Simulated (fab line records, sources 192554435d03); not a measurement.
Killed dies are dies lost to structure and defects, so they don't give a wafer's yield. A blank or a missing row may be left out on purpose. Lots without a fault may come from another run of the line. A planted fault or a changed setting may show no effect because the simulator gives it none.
fab line records | flow n5_finfet
record lots=11 wafers=31 last_day=17
route steps=1938 shown BEOL_M1@819 BEOL_M4@1111 PASSIVATION@1936
lots that met no fault: from a run of the same line without faults
start_h: hours from the record's first day to the start of the lot's first wafer shown | wait_h: hours since the lot's step before | " the same as in the row above | L1.1+2: a row that stands for several wafers | - no value, or no start given | * or withheld: withheld | < > ~ a bound
route shown NAME@n: a module of which the file shows steps, and the number in the route of the first | usual: mean/standard deviation of fault-free wafers | same: alike in all rows | chamber/n: place in a boat | sites: the reading at each site | _std_site: their standard deviation | _edge_site: outer sites' mean less inner sites' | radius_mm: how far each site lies from the wafer's centre | mask NAME#n: copy n | behind: the tool/chamber that last shaped the wafer | hold: why the lot was held/for how many hours/how that ended | device: the transistor (n, p or np) that didn't switch | end of line: the same wafers' tests at the end of the route | a step without rows: its recipe alone | killed: dies lost to structure and defects at the first sort, not the wafer's yield | map: a wafer's dies, x killed, . not, _ none there
set.NAME: the setting as run; set.NAME@STEP: as run at that earlier step | model.NAME: the simulator's own value behind a step, which no gauge read
steps of the route over a sample of lots; a table a step, a row a wafer
services: from which hour (start_h, from the record's first day; less than 0 if before it) a tool's chamber was out of use, for how many hours, and why
## steps
# step N5_BEOL_M1_ANNEAL_82
# recipe temp_c=400 time_s=240 ambient=vacuum
# usual heater_power_w=825/63
# same time_s=240
# columns lot.wafer tool chamber start_h wait_h heater_power_w
L409.2 pvd_sputter-03 - 134.14 0.0 757
L409.6 " - " " 901
L410.2 pvd_sputter-01 - 144.92 0.0 891
L410.5 " - " " 883
L410.6 " - " " 730
L419.1 pvd_sputter-01 - 198.63 0.0 804
L419.2 " - " " 905
L419.4 " - " " 870
L420.2 pvd_sputter-03 - 201.97 0.0 745
L420.3 " - " " 881
L420.6 " - " " 904
L423.1 pvd_sputter-03 - 213.18 0.0 767
L423.4 " - " " 885
L423.6 " - " " 923
L422.1 pvd_sputter-02 - 229.02 0.0 775
L422.4 " - " " 867
L422.6 " - " " 796
L425.2 pvd_sputter-03 - 229.99 0.0 882
L425.4 " - " " 773
L425.6 " - " " 766
L426.1 pvd_sputter-03 - 239.34 0.0 862
L426.5 " - " " 775
L426.6 " - " " 861
L427.2 pvd_sputter-02 - 243.61 0.0 771
L427.3 " - " " 861
L427.5 " - " " 784
L428.2 pvd_sputter-01 - 251.03 0.0 893
L428.4 " - " " 719
L430.2 pvd_sputter-01 - 268.78 0.0 817
L430.3 " - " " 876
L430.6 " - " " 861
# step N5_BEOL_M1_ANNEAL_87
# recipe temp_c=400 time_s=240 ambient=vacuum
# usual heater_power_w=823/58
# same time_s=240
# columns lot.wafer tool chamber start_h wait_h heater_power_w
L409.2 pvd_sputter-03 - 134.36 0.0 746
L409.6 " - " " 903
L410.2 pvd_sputter-01 - 145.14 0.0 872
L410.5 " - " " 905
L410.6 " - " " 742
L419.1 pvd_sputter-01 - 198.85 0.0 798
L419.2 " - " " 893
L419.4 " - " " 848
L420.2 pvd_sputter-03 - 202.19 0.0 762
L420.3 " - " " 887
L420.6 " - " " 904
L423.1 pvd_sputter-03 - 213.40 0.0 768
L423.4 " - " " 898
L423.6 " - " " 914
L422.1 pvd_sputter-02 - 229.24 0.0 777
L422.4 " - " " 851
L422.6 " - " " 772
L425.2 pvd_sputter-03 - 230.21 0.0 879
L425.4 " - " " 763
L425.6 " - " " 776
L426.1 pvd_sputter-03 - 239.56 0.0 839
L426.5 " - " " 767
L426.6 " - " " 868
L427.2 pvd_sputter-02 - 243.83 0.0 794
L427.3 " - " " 866
L427.5 " - " " 770
L428.2 pvd_sputter-01 - 251.25 0.0 894
L428.4 " - " " 741
L430.2 pvd_sputter-01 - 269.00 0.0 802
L430.3 " - " " 866
L430.6 " - " " 864
# step N5_BEOL_M1_SPUTTER_92
# recipe material=Cu target_thk_a=45 temp_c=-20 chamber_pressure_pa=0.07 power_w=withheld time_s=8.29
# usual chamber_pressure_pa=0.06999/0.00015 chuck_gas_flow_sccm=1.26/0.05 throttle_valve_pct=29.5/1.2 time_s=8.29/0
# columns lot.wafer tool chamber start_h wait_h chamber_pressure_pa chuck_gas_flow_sccm throttle_valve_pct time_s
L409.2 pvd_sputter-03 - 134.94 0.1 0.06982 1.30 29.4 8.29
L409.6 " - " " 0.0701 1.31 28.8 8.29
L410.2 pvd_sputter-01 - 145.72 0.1 0.07002 1.29 30.7 8.29
L410.5 " - " " 0.07021 1.31 29.5 8.29
L410.6 " - " " 0.06982 1.29 28.8 8.29
L419.1 pvd_sputter-01 - 199.43 0.1 - - - -
L419.2 " - " " - - - -
L419.4 " - " " - - - -
L420.2 pvd_sputter-03 - 202.77 0.1 - - - -
L420.3 " - " " - - - -
L420.6 " - " " - - - -
L423.1 pvd_sputter-03 - 213.98 0.1 0.06991 1.29 29.6 8.29
L423.4 " - " " 0.06978 1.17 29.7 8.29
L423.6 " - " " 0.07011 1.33 28.8 8.29
L422.1 pvd_sputter-02 - 229.82 0.1 0.06995 1.31 28.6 8.29
L422.4 " - " " 0.06993 1.35 28.9 8.29
L422.6 " - " " 0.07004 1.27 28.4 8.29
L425.2 pvd_sputter-03 - 230.79 0.1 0.07017 1.32 29.7 8.29
L425.4 " - " " 0.06972 1.34 29.4 8.29
L425.6 " - " " 0.06963 1.23 29.6 8.29
L426.1 pvd_sputter-03 - 240.14 0.1 0.07009 1.28 32.0 8.29
L426.5 " - " " 0.0699 1.17 29.7 8.29
L426.6 " - " " 0.07009 1.27 32.0 8.29
L427.2 pvd_sputter-02 - 244.41 0.1 0.0701 1.13 28.5 8.29
L427.3 " - " " 0.07003 1.29 29.0 8.29
L427.5 " - " " 0.06997 1.25 28.4 8.29
L428.2 pvd_sputter-01 - 251.83 0.1 0.06992 1.27 29.5 8.29
L428.4 " - " " 0.06971 1.29 28.8 8.29
L430.2 pvd_sputter-01 - 269.58 0.1 0.06989 1.35 27.5 8.29
L430.3 " - " " 0.07015 1.27 30.4 8.29
L430.6 " - " " 0.07013 1.35 30.5 8.29
# step N5_BEOL_M1_ANNEAL_93
# recipe temp_c=400 time_s=240 ambient=vacuum
# usual heater_power_w=826/61
# same time_s=240
# columns lot.wafer tool chamber start_h wait_h heater_power_w
L409.2 pvd_sputter-03 - 135.02 0.0 772
L409.6 " - " " 893
L410.2 pvd_sputter-01 - 145.80 0.0 862
L410.5 " - " " 897
L410.6 " - " " 715
L419.1 pvd_sputter-01 - 199.51 0.0 818
L419.2 " - " " 908
L419.4 " - " " 859
L420.2 pvd_sputter-03 - 202.85 0.0 758
L420.3 " - " " 879
L420.6 " - " " 912
L423.1 pvd_sputter-03 - 214.06 0.0 760
L423.4 " - " " 886
L423.6 " - " " 926
L422.1 pvd_sputter-02 - 229.90 0.0 788
L422.4 " - " " 884
L422.6 " - " " 775
L425.2 pvd_sputter-03 - 230.87 0.0 878
L425.4 " - " " 751
L425.6 " - " " 758
L426.1 pvd_sputter-03 - 240.22 0.0 820
L426.5 " - " " 767
L426.6 " - " " 856
L427.2 pvd_sputter-02 - 244.49 0.0 790
L427.3 " - " " 877
L427.5 " - " " 800
L428.2 pvd_sputter-01 - 251.91 0.0 889
L428.4 " - " " 732
L430.2 pvd_sputter-01 - 269.66 0.0 811
L430.3 " - " " 873
L430.6 " - " " 841
# step N5_BEOL_M4_RC_MEAS_101
# usual DIBL_N=36.3/1.6 DIBL_P=36.2/2.1 IOFF_N=0.16/0.031 IOFF_P=0.21/0.034 ION_N=673/11 ION_P=461/7.4 SS_N=71.6/0.55 SS_P=73.3/0.66 VT_N=251/3.2 VT_P=-251/3.5
# columns lot.wafer tool chamber start_h wait_h DIBL_N[mV/V] DIBL_P[mV/V] IOFF_N[nA/um] IOFF_P[nA/um] ION_N[uA/um] ION_P[uA/um] SS_N[mV/dec] SS_P[mV/dec] VT_N[mV] VT_P[mV]
L409.2 prober-02 0 163.25 0.2 33.4 33.4 0.12 0.15 664 452 70.8 72.9 258 -254
L409.6 " 0 " " 35.0 36.1 0.15 0.20 661 453 71.6 73.3 249 -251
L410.2 prober-01 0 180.04 0.2 37.1 37.1 0.18 0.21 673 458 72.1 74.2 248 -250
L410.5 " 0 " " 34.0 33.1 0.12 0.16 648 447 71.8 72.7 254 -255
L410.6 " 0 " " 35.2 35.2 0.15 0.18 679 456 72.0 73.1 250 -254
L419.1 prober-02 0 229.28 0.0 34.2 36.2 0.13 0.19 672 466 70.9 72.7 253 -252
L419.2 " 0 " " 36.8 39.3 0.18 0.24 669 461 72.6 73.5 246 -248
L419.4 " 0 " " 36.3 38.6 0.17 0.24 689 475 71.2 74.0 247 -247
L420.2 prober-01 0 236.46 0.2 37.8 37.6 0.15 0.21 675 460 72.0 73.3 252 -253
L420.3 " 0 " " 38.2 37.3 0.17 0.19 673 450 72.4 73.8 249 -257
L420.6 " 0 " " 36.2 36.6 0.14 0.18 660 453 71.2 73.5 251 -256
L423.1 prober-02 0 245.44 0.0 37.3 38.7 0.19 0.27 687 475 71.9 73.0 245 -241
L423.4 " 0 " " 33.8 33.8 0.12 0.20 680 476 70.7 72.2 252 -248
L423.6 " 0 " " 35.9 36.8 0.17 0.24 680 469 71.6 73.1 247 -244
L422.1 prober-02 0 256.65 0.0 36.4 34.9 0.15 0.19 674 457 71.6 72.7 248 -251
L422.4 " 0 " " 34.2 32.6 0.12 0.16 643 451 71.2 71.4 255 -251
L422.6 " 0 " " 34.8 34.5 0.14 0.19 660 459 70.7 73.0 253 -252
L425.2 prober-01 0 261.83 0.2 37.7 38.2 0.18 0.22 687 465 71.7 73.5 249 -252
L425.4 " 0 " " 37.0 36.0 0.15 0.20 668 461 72.2 73.6 250 -255
L425.6 " 0 " " 38.1 37.4 0.19 0.23 676 464 72.0 73.1 250 -248
L426.1 prober-01 0 268.94 0.0 36.5 37.0 0.16 0.20 669 462 72.3 73.6 251 -249
L426.5 " 0 " " 36.2 36.8 0.15 0.20 665 460 71.2 73.7 251 -251
L426.6 " 0 " " 35.5 34.7 0.13 0.17 661 452 71.5 73.0 256 -253
L427.2 prober-01 0 273.49 0.2 36.9 37.1 0.16 0.18 670 454 71.6 73.1 251 -258
L427.3 " 0 " " 33.8 33.7 0.11 0.13 662 446 70.9 72.7 256 -262
L427.5 " 0 " " 36.6 37.1 0.16 0.17 682 459 71.5 73.2 249 -258
L428.2 prober-01 0 281.13 0.2 36.8 35.2 0.15 0.19 667 454 71.3 73.0 253 -254
L428.4 " 0 " " 38.1 37.4 0.17 0.21 689 464 71.6 74.0 246 -253
L430.2 prober-01 0 298.01 0.2 37.9 38.5 0.19 0.23 687 466 71.7 74.6 248 -249
L430.3 " 0 " " 39.1 41.1 0.23 0.28 697 472 73.3 74.0 245 -248
L430.6 " 0 " " 39.1 41.7 0.25 0.29 708 478 72.5 74.3 243 -248
# step N5_PASSIVATION_PROBE_49
# usual defect_limited_yield=91.5/1.5 killed_at_M0_to_M3=32/9.4 killed_at_M4_up=12/5.1 killed_at_contacts=11/7.4 killed_at_front_end=41/11 killed_at_other=3.4/2.5 killed_dies=100/17 killed_open=65/14 killed_short=33/7 sort_bin_5_function=4.9/0.96 sort_bin_6_memory=3.1/0.7 sort_bin_8_speed=0.00/0.01 sort_n_pass=1080/17 sort_yield_pct=91.5/1.5
# same gross_dies=1180 killed_at_back_side=0 sort_bin_4_leakage[%]=0
# columns lot.wafer tool chamber start_h wait_h defect_limited_yield[%] killed_at_M0_to_M3 killed_at_M4_up killed_at_contacts killed_at_front_end killed_at_other killed_dies killed_open killed_short sort_bin_5_function[%] sort_bin_6_memory[%] sort_bin_8_speed[%] sort_n_pass sort_yield_pct[%]
L420.2 prober-01 - 326.44 0.1 88.1 55 13 10 51 12 141 68 58 6.2 4.7 0 1039 88.1
L420.3 prober-01 - 326.49 0.1 89.6 46 2 11 61 3 123 78 30 5.8 3.2 0 1057 89.6
L420.6 prober-01 - 326.64 0.3 91.2 42 10 13 38 1 104 68 21 5.0 2.7 0 1076 91.2
L419.1 prober-01 - 327.45 0.0 91.1 26 20 8 45 6 105 61 38 5.8 2.5 0 1075 91.1
L419.2 prober-01 - 327.50 0.1 90.8 44 8 5 48 4 109 64 35 5.1 3.5 0 1071 90.8
L419.4 prober-01 - 327.60 0.2 91.8 29 9 16 41 2 97 62 28 5.3 2.7 0 1083 91.8
L423.1 prober-02 - 342.71 0.0 93.7 18 8 7 40 1 74 43 30 3.7 2.4 0 1106 93.7
L423.4 prober-02 - 342.86 0.2 92.6 29 18 5 34 1 87 57 28 4.5 2.6 0 1093 92.6
L423.6 prober-02 - 342.96 0.3 93.2 22 12 4 41 1 80 56 24 3.5 2.8 0 1100 93.2
L425.2 prober-01 - 351.85 0.1 90.9 25 6 16 55 5 107 73 26 3.9 4.3 0 1073 90.9
L425.4 prober-01 - 351.95 0.2 90.4 33 11 19 49 1 113 68 37 4.8 3.6 0 1067 90.4
L425.6 prober-01 - 352.05 0.3 91.1 32 7 16 46 4 105 66 35 5.0 3.1 0 1075 91.1
L426.1 prober-02 - 355.34 0.0 90.1 53 11 2 45 6 117 77 40 5.1 4.6 0 1063 90.1
L426.5 prober-02 - 355.54 0.2 91.6 33 21 10 28 7 99 71 28 5.1 3.1 0 1081 91.6
L426.6 prober-02 - 355.59 0.3 92.3 41 17 4 26 3 91 58 33 4.6 2.6 0 1089 92.3
L428.2 prober-01 - 385.22 0.1 91.1 37 12 6 45 5 105 68 35 5.2 3.6 0 1075 91.1
L428.4 prober-01 - 385.32 0.2 91.9 32 17 6 35 6 96 54 39 4.8 2.6 0 1084 91.9
L430.2 prober-02 - 401.10 0.1 93.4 19 11 1 45 2 78 46 32 3.9 2.4 0 1102 93.4
L430.3 prober-02 - 401.15 0.1 92.3 36 14 8 33 0 91 62 29 4.9 2.5 0 1089 92.3
L430.6 prober-02 - 401.30 0.3 93.1 39 13 4 23 2 81 53 27 4.2 2.3 0 1099 93.1
# killed by level:class
L420.2 BEOL_M0_SAQP:geometric_particle:short=15 FIN_SAQP:geometric_particle:short=13 BEOL_M0_SAQP:geometric_particle:open=11 HKMG_FIN:area_etch=10 FIN_SAQP:geometric_particle:open=9 MOL_CONTACT_COAG:geometric_particle:open=8 BEOL_M3:geometric_particle:short=8 BEOL_M3:geometric_particle:open=6
L420.3 FIN_SAQP:geometric_particle:open=17 BEOL_M2:geometric_particle:open=12 STI_FIN_REVEAL:geometric_particle:open=9 MOL_CONTACT_COAG:geometric_particle:open=9 HKMG_FIN:area_etch=9 BEOL_M3:geometric_particle:open=8 FIN_SAQP:geometric_particle:short=7 DUMMY_GATE:geometric_particle:open=7
L420.6 MOL_CONTACT_COAG:geometric_particle:open=12 HKMG_FIN:area_etch=11 BEOL_M0_SAQP:geometric_particle:open=9 STI_FIN_REVEAL:geometric_particle:open=8 BEOL_M1:geometric_particle:open=8 BEOL_M4:geometric_particle:open=8 BEOL_M0_SAQP:geometric_particle:short=7 BEOL_M3:geometric_particle:open=7
L419.1 FIN_SAQP:geometric_particle:open=10 STI_FIN_REVEAL:geometric_particle:open=10 FIN_SAQP:geometric_particle:short=9 BEOL_M4:geometric_particle:open=8 MOL_CONTACT_COAG:geometric_particle:open=6 BEOL_M1:interface_void_opened=5 BEOL_M0_SAQP:geometric_particle:open=4 BEOL_M3:geometric_particle:open=4
L419.2 FIN_SAQP:geometric_particle:open=12 STI_FIN_REVEAL:geometric_particle:open=11 FIN_SAQP:geometric_particle:short=9 BEOL_M2:geometric_particle:open=9 BEOL_M1:interface_void_opened=8 BEOL_M3:geometric_particle:open=6 BEOL_M0_SAQP:geometric_particle:short=5 GATE_CUT:geometric_particle:short=4
L419.4 MOL_CONTACT_COAG:geometric_particle:open=12 STI_FIN_REVEAL:geometric_particle:open=11 FIN_SAQP:geometric_particle:open=7 BEOL_M1:interface_void_opened=7 BEOL_M0_SAQP:geometric_particle:open=6 DUMMY_GATE:geometric_particle:open=5 FIN_SAQP:geometric_particle:short=4 ILD0:geometric_particle:short=4
L423.1 BEOL_M2:geometric_particle:open=9 STARTING-WAFER:geometric_particle:short=7 GATE_CUT:geometric_particle:short=7 STI_FIN_REVEAL:geometric_particle:open=6 MOL_CONTACT_COAG:geometric_particle:open=5 DUMMY_GATE:geometric_particle:open=4 FIN_SAQP:geometric_particle:short=3 FIN_SAQP:geometric_particle:open=3
L423.4 GATE_CUT:geometric_particle:short=11 BEOL_M4:geometric_particle:open=11 BEOL_M2:geometric_particle:open=10 GATE_CUT:geometric_particle:open=7 BEOL_M0_SAQP:geometric_particle:open=6 STI_FIN_REVEAL:geometric_particle:open=5 MOL_CONTACT_COAG:geometric_particle:open=4 BEOL_M0_SAQP:geometric_particle:short=4
L423.6 BEOL_M2:geometric_particle:open=14 FIN_SAQP:geometric_particle:open=12 BEOL_M4:geometric_particle:open=6 FIN_SAQP:geometric_particle:short=4 DUMMY_GATE:geometric_particle:open=4 GATE_CUT:geometric_particle:short=4 BEOL_M7:geometric_particle:open=4 GATE_CUT:geometric_particle:open=3
L425.2 FIN_SAQP:geometric_particle:open=15 MOL_CONTACT_COAG:geometric_particle:open=13 BEOL_M3:geometric_particle:open=12 FIN_SAQP:geometric_particle:short=8 HKMG_FIN:area_etch=7 STI_FIN_REVEAL:geometric_particle:open=6 BEOL_M2:geometric_particle:open=5 GATE_CUT:geometric_particle:open=4
L425.4 MOL_CONTACT_COAG:geometric_particle:open=14 FIN_SAQP:geometric_particle:short=11 BEOL_M2:geometric_particle:open=8 HKMG_FIN:area_etch=8 STI_FIN_REVEAL:geometric_particle:open=7 BEOL_M3:geometric_particle:open=7 MOL_CONTACT_COAG:geometric_particle:short=5 BEOL_M0_SAQP:geometric_particle:short=5
L425.6 STI_FIN_REVEAL:geometric_particle:open=20 MOL_CONTACT_COAG:geometric_particle:open=11 BEOL_M0_SAQP:geometric_particle:short=10 BEOL_M0_SAQP:geometric_particle:open=8 GATE_CUT:geometric_particle:short=5 MOL_CONTACT_COAG:geometric_particle:short=5 BEOL_M3:geometric_particle:open=5 FIN_SAQP:geometric_particle:open=3
L426.1 BEOL_M0_SAQP:geometric_particle:short=18 BEOL_M0_SAQP:geometric_particle:open=14 FIN_SAQP:geometric_particle:open=11 STI_FIN_REVEAL:geometric_particle:open=9 BEOL_M3:geometric_particle:open=7 BEOL_M1:geometric_particle:open=6 BEOL_M2:geometric_particle:open=6 FIN_SAQP:geometric_particle:short=5
L426.5 MOL_CONTACT_COAG:geometric_particle:open=9 BEOL_M4:geometric_particle:open=8 BEOL_M1:geometric_particle:open=7 BEOL_M3:geometric_particle:open=7 BEOL_M0_SAQP:geometric_particle:open=6 FIN_SAQP:geometric_particle:short=4 FIN_SAQP:geometric_particle:open=4 DUMMY_GATE:geometric_particle:open=4
L426.6 BEOL_M0_SAQP:geometric_particle:open=12 BEOL_M1:geometric_particle:open=9 BEOL_M3:geometric_particle:open=6 BEOL_M4:geometric_particle:open=6 FIN_SAQP:geometric_particle:short=5 FIN_SAQP:geometric_particle:open=5 MOL_CONTACT_COAG:geometric_particle:open=4 BEOL_M0_SAQP:geometric_particle:short=4
L428.2 FIN_SAQP:geometric_particle:open=9 BEOL_M3:geometric_particle:open=9 BEOL_M0_SAQP:geometric_particle:short=9 STI_FIN_REVEAL:geometric_particle:open=7 FIN_SAQP:geometric_particle:short=5 MOL_CONTACT_COAG:geometric_particle:open=5 BEOL_M1:geometric_particle:open=5 STARTING-WAFER:geometric_particle:short=5
L428.4 FIN_SAQP:geometric_particle:short=10 FIN_SAQP:geometric_particle:open=8 BEOL_M0_SAQP:geometric_particle:short=8 BEOL_M3:geometric_particle:open=7 BEOL_M2:geometric_particle:open=6 BEOL_M1:geometric_particle:open=5 GATE_CUT:geometric_particle:short=4 MOL_CONTACT_COAG:geometric_particle:open=4
L430.2 FIN_SAQP:geometric_particle:short=17 FIN_SAQP:geometric_particle:open=14 BEOL_M0_SAQP:geometric_particle:short=5 BEOL_M0_SAQP:geometric_particle:open=4 BEOL_M1:geometric_particle:open=4 BEOL_M3:geometric_particle:open=4 STI_FIN_REVEAL:geometric_particle:short=3 BEOL_M4:geometric_particle:open=3
L430.3 BEOL_M0_SAQP:geometric_particle:open=12 FIN_SAQP:geometric_particle:short=8 BEOL_M4:geometric_particle:open=8 FIN_SAQP:geometric_particle:open=6 DUMMY_GATE:geometric_particle:open=6 MOL_CONTACT_COAG:geometric_particle:open=5 BEOL_M0_SAQP:geometric_particle:short=5 BEOL_M1:geometric_particle:short=5
L430.6 BEOL_M0_SAQP:geometric_particle:open=10 BEOL_M3:geometric_particle:open=8 DUMMY_GATE:geometric_particle:open=7 BEOL_M1:geometric_particle:open=6 BEOL_M1:geometric_particle:short=5 BEOL_M4:geometric_particle:open=5 MOL_CONTACT_COAG:geometric_particle:open=4 GATE_CUT:geometric_particle:short=4
## services
# columns tool chamber start_h hours kind
pvd_sputter-03 - 116.95 1.2 repair
## key
first_sign step=N5_BEOL_M1_SPUTTER_92 reading=tool_record direction=missing
effect none on later readings
met_at N5_BEOL_M1_SPUTTER_92
struck_lots L419,L420
baseline_loss step=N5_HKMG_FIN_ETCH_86 wafers=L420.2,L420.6
not_acting_at N5_BEOL_M1_ANNEAL_82,N5_BEOL_M1_ANNEAL_87,N5_BEOL_M1_ANNEAL_93
onset_between 145.72 199.43
fault kind=skipped_step_whole tool=pvd_sputter-01,pvd_sputter-03 chamber=- onset_h=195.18 steps=N5_BEOL_M1_SPUTTER_92 scope=struck_lots_only
# baseline_loss: these wafers lose ten dies or more at that step, a loss of the line's own and not of a fault; the sort's usual values leave them out
